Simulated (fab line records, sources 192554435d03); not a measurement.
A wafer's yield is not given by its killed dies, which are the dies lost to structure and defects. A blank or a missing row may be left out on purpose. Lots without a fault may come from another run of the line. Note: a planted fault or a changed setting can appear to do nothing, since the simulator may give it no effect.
Chamber matching | flow n5 finfet | 4 sister chambers for N5_STI_FIN_REVEAL_CMP_04 on cmp-04
The step polishes, stops on Si3N4, t overpolish 4 s, target thk 131.83 nm. 8 wafers are shown with their chamber, then 12 later ones without.

== WAFERS, EACH WITH ITS CHAMBER ==
wafer  | chamber | time to endpoint s (s) | motor current A (A)
L079.6 | 3       | 94                     | 7.7
L081.5 | 2       | 109                    | 8.2
L085.3 | 3       | 94                     | 7.7
L085.5 | 0       | 98                     | 8.1
L085.6 | 1       | 96                     | 8.8
L087.2 | 0       | 95                     | 8.4
L087.4 | 2       | 105                    | 8.4
L087.6 | 1       | 93                     | 8.9

== WAFERS WHOSE CHAMBER IS MISSING ==
wafer  | time to endpoint s (s) | motor current A (A)
L091.2 | 111                    | 8.5
L091.4 | 99                     | 8.1
L091.6 | 98                     | 8.6
L094.4 | 100                    | 7.5
L094.5 | 97                     | 7.6
L094.6 | 110                    | 8.1
L096.1 | 97                     | 7.7
L096.2 | 106                    | 8.7
L096.3 | 101                    | 8.9
L097.1 | 107                    | 8.5
L097.4 | 99                     | 9.3
L097.5 | 113                    | 8.9

== THE CHAMBER EACH PASSED THROUGH ==
wafer  | from the rows above     | in truth
L091.2 | 2                       | 2
L091.4 | 0                       | 0
L091.6 | can't be placed: 1 or 0 | 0
L094.4 | 3                       | 3
L094.5 | 3                       | 3
L094.6 | 2                       | 2
L096.1 | 3                       | 3
L096.2 | 2                       | 2
L096.3 | 1                       | 1
L097.1 | 2                       | 2
L097.4 | 1                       | 1
L097.5 | 2                       | 2
11 of 12 placed correctly. Can't be placed from these rows: 1 (the true chamber is among the candidates in 1). Placed wrongly: 0.
How it was worked out, from the rows above alone: a wafer's distance from a chamber is the root of the sum, over the readings, of the square of ((its reading less the chamber's mean) divided by the reading's scatter). The wafer belongs to the nearest chamber; if the next one is less than 2 further off, it can't be placed. The mean given for a chamber averages the wafers shown for that chamber. The scatter: the root of (the sum of the squares of (reading less its chamber's mean) over the shown wafers, divided by (wafers less chambers)).
